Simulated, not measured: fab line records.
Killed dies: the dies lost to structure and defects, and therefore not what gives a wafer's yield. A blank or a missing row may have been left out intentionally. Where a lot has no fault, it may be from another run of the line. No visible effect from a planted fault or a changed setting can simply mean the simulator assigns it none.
Lot-split experiment	flow n5-finfet	21 wafers read from 7 lots, route of 1938 steps

THE SPLIT ITSELF
At N5_SDB_COAT_05 (resist thk 90 nm), the setting spin-rpm was moved away from the recipe's 1500 rpm on 7 of the 21 wafers read, by -8.9% to +11.1%. This setting was run at the recipe's value on the other wafers.

FROM THE SPLIT TO THE READING: what the file shows between them, 2 steps
- N5_SDB_EBR_07
- N5_SDB_SOFTBAKE_06: time 60 s

THE READING
CAR-ArF_of_SDB_COAT_05.thk-nm (the simulator's own value, which no gauge read), in nm, at N5_SDB_DESCUM_16 (chemistry O2, time 7.9 s). No usual value for it is given in the file. Here, 14 wafers ran the recipe; their average is 83.5 nm with a standard deviation of 0.25 nm.

wafer	tool, chamber at the split	spin-rpm as run, rpm	against the recipe	CAR-ArF_of_SDB_COAT_05.thk-nm, nm	against lot-mates on the recipe
L077.3	litho-track-02, 0	1500	recipe	83.6	-
L077.4	litho-track-02, 0	1500	recipe	83.8	-
L077.5	litho-track-02, 0	1666	+11.1%	79	-4.7
L079.3	litho-track-01, 0	1500	recipe	83.8	-
L079.4	litho-track-01, 0	1500	recipe	83.8	-
L079.6	litho-track-01, 0	1500	recipe	83.6	-
L080.2	litho-track-02, 0	1500	recipe	83.4	-
L080.3	litho-track-02, 0	1500	recipe	83.4	-
L080.6	litho-track-02, 0	1500	recipe	83.6	-
L083.2	litho-track-01, 0	1418	-5.5%	85.8	+2.8
L083.3	litho-track-01, 0	1500	recipe	83	-
L083.6	litho-track-01, 0	1418	-5.5%	85.6	+2.6
L087.3	litho-track-01, 0	1500	recipe	83.8	-
L087.4	litho-track-01, 0	1500	recipe	83.6	-
L087.5	litho-track-01, 0	1558	+3.9%	82	-1.7
L090.2	litho-track-01, 0	1617	+7.8%	80.4	-3.2
L090.4	litho-track-01, 0	1500	recipe	83.6	-
L090.6	litho-track-01, 0	1617	+7.8%	80.6	-3.0
L094.2	litho-track-05, 0	1500	recipe	83.2	-
L094.6	litho-track-05, 0	1500	recipe	83.2	-
L094.4	litho-track-05, 0	1367	-8.9%	87.4	+4.2

FIT RESULTS
A straight line over all 21 wafers: CAR-ArF_of_SDB_COAT_05.thk-nm changes by -0.406 nm for each +1% of spin-rpm; r = -0.99; the points scatter about the line by 0.23 nm.
The same after taking each lot's own level away (the mean of its wafers on the recipe; 21 wafers): -0.439 nm for each +1%; r = -1.00; scatter 0.16 nm.
Per that fit: largest spin-rpm move, reading shift of 4.9 nm.
From 83.00 to 83.73 nm: that is the span of the lots' own levels, equal to 3.0 times the standard deviation above.
So the lot-to-lot level changes the slope little: the two slopes agree.
Check: for one of the wafers moved furthest among these (+11.1%), held out of the fit, the line's prediction against its lot-mates is -4.82 nm. It came out at -4.7 nm against them.

FURTHER SPLITS ON THESE WAFERS
Other splits were also applied to these wafers ahead of the reading. Each is held against what the fit with the lots' levels taken away leaves over:
other split on the same wafers	wafers away from the commonest value	r with CAR-ArF_of_SDB_COAT_05.thk-nm (lot level and that fit taken away)
N5_FIN_CUT_ETCH_21 bias-w	7	-0.54
N5_DUMMY_GATE_COAT_28 spin-rpm	6	+0.04
N5_SD_ACTIVATION_LSA_01 temp-c	5	+0.42

THE WHOLE CHAIN: every reading that the file lists as answering this split, in the file's order
step	what it does	reading	change (the file's fit)	r (the file's)
N5_SDB_COAT_05	resist thk 90 nm	CAR-ArF_of_SDB_COAT_05.thk-nm (the simulator's own value, which no gauge read)	-0.431 nm for each +1% of the setting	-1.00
N5_SDB_DESCUM_16	chemistry O2, time 7.9 s	CAR-ArF_of_SDB_COAT_05.thk-nm (the simulator's own value, which no gauge read)	-0.439 nm for each +1% of the setting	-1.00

THE FILE'S OWN FIT
CAR-ArF_of_SDB_COAT_05.thk-nm changes by -0.439 nm for each +1% of spin-rpm, r = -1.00.
